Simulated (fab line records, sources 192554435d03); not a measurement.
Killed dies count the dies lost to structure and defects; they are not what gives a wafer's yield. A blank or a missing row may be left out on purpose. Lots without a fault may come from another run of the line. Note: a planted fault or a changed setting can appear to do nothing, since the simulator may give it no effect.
One fault seen from 3 desks -- flow n5 finfet -- each desk has only its own numbers; what lay behind them comes last

THE METROLOGY DESK
What the gauges read for every lot (on any tool): the sampled wafers with a number, averaged. A lot is out of limits, marked OUT, if its mean lies more than 4 standard deviations from the usual mean; the brackets give that distance. Of its 13 readings 7 are shown: those that lie furthest out on some lot.
Columns: A = NDIPOLE_OVL at N5_HKMG_FIN_OVL_MEAS_50, usual 0.2 nm; B = DIBL_N at N5_BEOL_M4_RC_MEAS_101, usual 36.3 mV/V; C = IOFF_P at N5_BEOL_M4_RC_MEAS_101, usual 0.21 nA/um; D = IOFF_P_LIN at N5_BEOL_M4_RC_MEAS_101, usual 0.098 nA/um; E = SS_N at N5_BEOL_M4_RC_MEAS_101, usual 71.6 mV/dec; F = SS_P at N5_BEOL_M4_RC_MEAS_101, usual 73.3 mV/dec; G = VT_P at N5_BEOL_M4_RC_MEAS_101, usual -251 mV
lot,first seen here,A,B,C,D,E,F,G
L770,day 5 02:56,0.7,35.5,0.19,0.089,71.7,73.3,-254
L772,day 5 10:42,1.6,34.0,0.18,0.087,70.5,73.0,-253
L773,day 5 16:49,-0.2,33.7,0.19,0.093,71.8,72.7,-251
L778,day 6 23:32,0.9,39.2,0.26,0.119,72.0,73.7,-246
L788,day 9 15:08,0.4,37.1,0.21,0.101,71.9,74.2,-248
This desk found nothing out of limits on any of the 5 lots.

THE TOOL OWNER'S DESK: ald hk-02
The tool's own readings at N5_HKMG_FIN_ALD_74 (deposits La2O3, target thk 0.5 nm, pulse time 6 s, co reactant pulse time 1 s): means of the sampled wafers that have a number, for each lot that ran on this tool. A lot is out of limits, marked OUT, if its mean lies more than 4 standard deviations from the usual mean; the brackets give that distance.
Columns: A = heater power w at N5_HKMG_FIN_ALD_74, usual 351 W; B = precursor pulse height rel at N5_HKMG_FIN_ALD_74, usual 1.001; C = susceptor temp C at N5_HKMG_FIN_ALD_74, usual 250.00 C
lot,first seen here,A,B,C
L772,day 5 10:17,370,1.005,250.24
L778,day 6 22:59,342,1.006,250.20
This desk found nothing out of limits on any of the 2 lots.

THE DEFECT DESK
Per lot, the means of the sampled wafers with a number show what the inspections along the route counted. A lot is out of limits, marked OUT, if its mean lies more than 4 standard deviations from the usual mean; the brackets give that distance.
Columns: A = raw defect count at N5_SDB_INSPECT_36, usual 38; B = raw defect count at N5_DUMMY_REMOVAL_INSPECT_06, usual 12; C = raw defect count at N5_HKMG_FIN_INSPECT_61, usual 2.0
lot,first seen here,A,B,C
L770,day 5 01:01,61,11,1.0
L772,day 5 09:18,45,20,1.3
L773,day 5 15:19,52,15,3.0
L778,day 6 21:56,42,12,1.0
L788,day 9 13:20,28,6,2.7
This desk found nothing out of limits on any of the 5 lots.

ALL TOGETHER
From the metrology desk's view, nothing was out of limits.
The tool owner's desk saw nothing out of limits.
The defect desk saw nothing out of limits.

WHAT THE SIMULATOR HAD INSERTED
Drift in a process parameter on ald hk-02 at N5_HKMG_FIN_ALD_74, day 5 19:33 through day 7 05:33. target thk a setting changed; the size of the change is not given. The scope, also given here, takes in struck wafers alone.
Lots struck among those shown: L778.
